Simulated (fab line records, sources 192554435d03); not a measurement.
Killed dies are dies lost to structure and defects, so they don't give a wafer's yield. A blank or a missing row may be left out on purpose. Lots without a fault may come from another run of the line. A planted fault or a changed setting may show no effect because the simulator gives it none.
A struck lot beside a sound one | flow n5_finfet | 39 steps out of a route of 1938
Sound: wafers L714.2, L714.5, L714.6. Struck: wafers L722.1, L722.3, L722.5. The cause comes at the end.
At each step with rows: each side's tool, then ch and its chambers, then its first start. Under that, the readings that differ: sound wafers | struck wafers | difference of the means | sigmas: that difference in standard deviations of wafers without a fault.
alike: readings whose means differ by less than 2 such deviations, and words and numbers that are the same on both sides. not compared: withheld readings, readings that some wafer has no value for, bounds like >300 that may hide the same value, and numbers for which the record gives no deviation and whose values overlap.
The two part at a step that has a row with sigmas, a row that says differs or no value, or rows on one side only. Numbers that don't overlap but have no deviation are shown without sigmas and don't part them. A reading that every wafer of one side lacks parts them only if that side has two wafers or more.

first, 11 steps without rows for these wafers: N5_ZERO_LAYER_HMDS_04 (time 60 s); N5_ZERO_LAYER_COAT_05 (resist thk 1000 nm); N5_ZERO_LAYER_EBR_07; N5_ZERO_LAYER_SOFTBAKE_06 (time 90 s); N5_ZERO_LAYER_EXPOSE_08 (exposes mask ZERO, defocus 0 nm, target cd 2000 nm); N5_ZERO_LAYER_PEB_09; N5_ZERO_LAYER_DEVELOP_10 (develop time 60 s); N5_ZERO_LAYER_HARDBAKE_23 (time 120 s); N5_ZERO_LAYER_DESCUM_16 (chemistry O2, time 7.9 s); N5_ZERO_LAYER_ETCH_17 (etches SiO2 in CF4, target depth 12 nm, time 13.3 s); N5_ZERO_LAYER_ETCH_18 (etches Si in HBr/Cl2, target depth 120 nm, time 40 s).
N5_ZERO_LAYER_STRIP_24: strips in O2.
  sound on plasma_asher-01 ch 0,1, day 5 01:34; struck on plasma_asher-01 ch 0,1, day 7 01:02
  alike: chamber_pressure_mTorr, drypump_motor_current_A, heater_power_w, oes_product_au, strip_time_to_endpoint_s
  not compared: rf_hours_counter_h
then, 1 step without rows for these wafers: N5_ZERO_LAYER_STRIP_19 (strips in SPM, time 900 s).
N5_ZERO_LAYER_INSPECT_20: inspects for defects (darkfield).
  sound on defect_inspect-02, day 5 01:56; struck on defect_inspect-02, day 7 01:23
  reading          | sound    | struck      | difference | sigmas
  raw_defect_count | 58 92 32 | 983 974 919 | +898       | +60
then, 8 steps without rows for these wafers: N5_WELL_APT_HMDS_01 (time 60 s); N5_WELL_APT_COAT_02 (resist thk 950 nm); N5_WELL_APT_EBR_04; N5_WELL_APT_SOFTBAKE_03 (time 60 s); N5_WELL_APT_EXPOSE_05 (exposes mask NWELL, defocus 0 nm, target cd 200 nm); N5_WELL_APT_PEB_06 (peb time 90 s); N5_WELL_APT_DEVELOP_07 (develop time 45 s); N5_WELL_APT_HARDBAKE_12 (time 120 s).
N5_WELL_APT_INSPECT_10: inspects for defects (macro).
  sound on defect_inspect-02, day 5 02:25; struck on defect_inspect-02, day 7 01:45
  reading          | sound | struck         | difference | sigmas
  raw_defect_count | 2 3 2 | >300 >300 >300 | differs    |
then, 12 steps without rows for these wafers: N5_WELL_APT_DESCUM_13 (chemistry O2, time 7.9 s); N5_WELL_APT_IMPLANT_14; N5_WELL_APT_IMPLANT_15; N5_WELL_APT_STRIP_16 (strips in SPM, time 900 s); N5_WELL_APT_HMDS_18 (time 60 s); N5_WELL_APT_COAT_19 (resist thk 950 nm); N5_WELL_APT_EBR_21; N5_WELL_APT_SOFTBAKE_20 (time 60 s); N5_WELL_APT_EXPOSE_22 (exposes mask PWELL, defocus 0 nm, target cd 200 nm); N5_WELL_APT_PEB_23 (peb time 90 s); N5_WELL_APT_DEVELOP_24 (develop time 45 s); N5_WELL_APT_HARDBAKE_29 (time 120 s).
N5_WELL_APT_INSPECT_27: inspects for defects (macro).
  sound on defect_inspect-02, day 5 03:34; struck on defect_inspect-01, day 7 03:10
  reading          | sound | struck         | difference | sigmas
  raw_defect_count | 3 1 1 | >300 >300 >300 | differs    |
then, 1 step without rows for these wafers: N5_WELL_APT_DESCUM_30 (chemistry O2, time 7.9 s).
N5_WELL_APT_INSPECT_38: inspects for defects (darkfield).
  sound on defect_inspect-02, day 5 05:20; struck on defect_inspect-02, day 7 04:55
  reading          | sound    | struck      | difference | sigmas
  raw_defect_count | 24 13 15 | 972 977 929 | +942       | +99 or more
-- the record jumps here: 6 days lie between the struck wafers' starts before and after (it left off in module WELL_APT and takes up again in module BEOL_M4, whose first step shown is number 1111 of the route) --
N5_BEOL_M4_RC_MEAS_101:
  sound on prober-02 ch 0, day 11 04:39; struck on prober-01 ch 0, day 13 09:16
  alike: DIBL_N, DIBL_P, IOFF_N, IOFF_P, ION_N, ION_P, SS_N, SS_P, VT_N, VT_P

WHERE THEY PART
First at N5_ZERO_LAYER_INSPECT_20; last, within this record, at N5_WELL_APT_INSPECT_38. Later steps at which nothing parts them and some readings are alike: N5_BEOL_M4_RC_MEAS_101.

WHY: what the simulator had put in
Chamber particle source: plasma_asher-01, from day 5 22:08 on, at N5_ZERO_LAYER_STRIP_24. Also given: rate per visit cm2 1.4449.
